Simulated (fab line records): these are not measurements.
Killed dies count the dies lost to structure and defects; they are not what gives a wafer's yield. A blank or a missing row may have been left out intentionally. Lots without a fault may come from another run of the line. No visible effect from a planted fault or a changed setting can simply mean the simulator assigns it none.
A single fault, viewed from 2 desks + flow n5Finfet + each desk holds nothing but its own numbers, with what lay behind them at the end

THE DEFECT DESK
Counts from the inspections along the route, per lot, as means over the sampled wafers that have a number. Marked OUT: a lot whose mean sits more than 4 standard deviations from the usual mean, which makes it out of limits; the brackets give that distance.
Columns: A = rawDefectCount at N5_BEOL_M3_INSPECT_13, usual 386
| lot  | first seen here | A   |
|------|-----------------|-----|
| L182 | day 7 17:11     | 511 |
| L183 | day 7 20:37     | 405 |
| L185 | day 8 00:38     | 278 |
| L189 | day 9 00:41     | 497 |
| L191 | day 9 07:46     | 382 |
| L192 | day 10 13:07    | 379 |
| L196 | day 11 03:47    | 451 |
| L200 | day 11 17:50    | 532 |
| L199 | day 11 22:02    | 387 |
| L202 | day 12 04:23    | 404 |
This desk found nothing out of limits on any of the 10 lots.

METROLOGY DESK
Lot by lot, what the gauges showed, no matter which tool ran the lot: averages of those sampled wafers that carry a number. Marked OUT: a lot whose mean sits more than 4 standard deviations from the usual mean, which makes it out of limits; the brackets give that distance. Of its 12 readings 7 are shown: the one that was out of limits first, and those that lie furthest out on some lot.
Columns: A = M3_OVL at N5_BEOL_M3_OVL_MEAS_12, usual -0.5 nm; B = DIBL_N at N5_BEOL_M4_RC_MEAS_101, usual 36.3 mV/V; C = DIBL_P at N5_BEOL_M4_RC_MEAS_101, usual 36.5 mV/V; D = IOFF_N at N5_BEOL_M4_RC_MEAS_101, usual 0.163 nA/um; E = IOFF_P at N5_BEOL_M4_RC_MEAS_101, usual 0.22 nA/um; F = VT_N at N5_BEOL_M4_RC_MEAS_101, usual 249.3 mV; G = VT_P at N5_BEOL_M4_RC_MEAS_101, usual -250 mV
| lot  | first seen here | A              | B    | C    | D     | E    | F     | G    |
|------|-----------------|----------------|------|------|-------|------|-------|------|
| L182 | day 7 17:05     | -0.6           | 33.9 | 34.1 | 0.131 | 0.16 | 252.4 | -255 |
| L183 | day 7 20:32     | -0.2           | 37.9 | 37.6 | 0.176 | 0.25 | 248.6 | -246 |
| L185 | day 8 00:33     | -0.2           | 34.4 | 35.9 | 0.158 | 0.19 | 249.2 | -251 |
| L189 | day 9 00:35     | 5.6 (+9.7) OUT | 37.5 | 37.2 | 0.174 | 0.28 | 248.0 | -244 |
| L191 | day 9 07:40     | 4.9 (+8.6) OUT | 39.1 | 38.0 | 0.225 | 0.28 | 244.6 | -246 |
| L192 | day 10 13:02    | -0.2           | 35.7 | 36.1 | 0.161 | 0.22 | 250.3 | -248 |
| L196 | day 11 03:42    | -0.5           | 36.9 | 36.7 | 0.183 | 0.22 | 246.7 | -249 |
| L200 | day 11 17:44    | -0.3           | 36.4 | 35.2 | 0.150 | 0.20 | 248.6 | -251 |
| L199 | day 11 21:56    | -0.1           | 39.6 | 39.3 | 0.212 | 0.26 | 245.6 | -247 |
| L202 | day 12 04:17    | -0.3           | 36.4 | 39.6 | 0.174 | 0.24 | 248.5 | -248 |
This desk's result: L189, L191 out of limits, first on L189 (M3_OVL at N5_BEOL_M3_OVL_MEAS_12), day 9 00:37. Within limits: L182, L183, L185, L192, L196, L200, L199, L202.

PUT TOGETHER
At day 9 00:37 the metrology desk could have sounded an alarm, on L189, L191.
Nothing out of limits was seen by the defect desk.
The defect desk has L189, L191 on record, within its limits.
On euvScanner-02, each named lot ran N5_BEOL_M3_EXPOSE_08.

WHAT THE SIMULATOR HAD INSERTED
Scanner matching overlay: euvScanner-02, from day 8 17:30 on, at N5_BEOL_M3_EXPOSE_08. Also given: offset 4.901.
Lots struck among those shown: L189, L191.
Time in hours between the start of the fault and the first out-of-limits reading at each desk: metrology desk, 7.
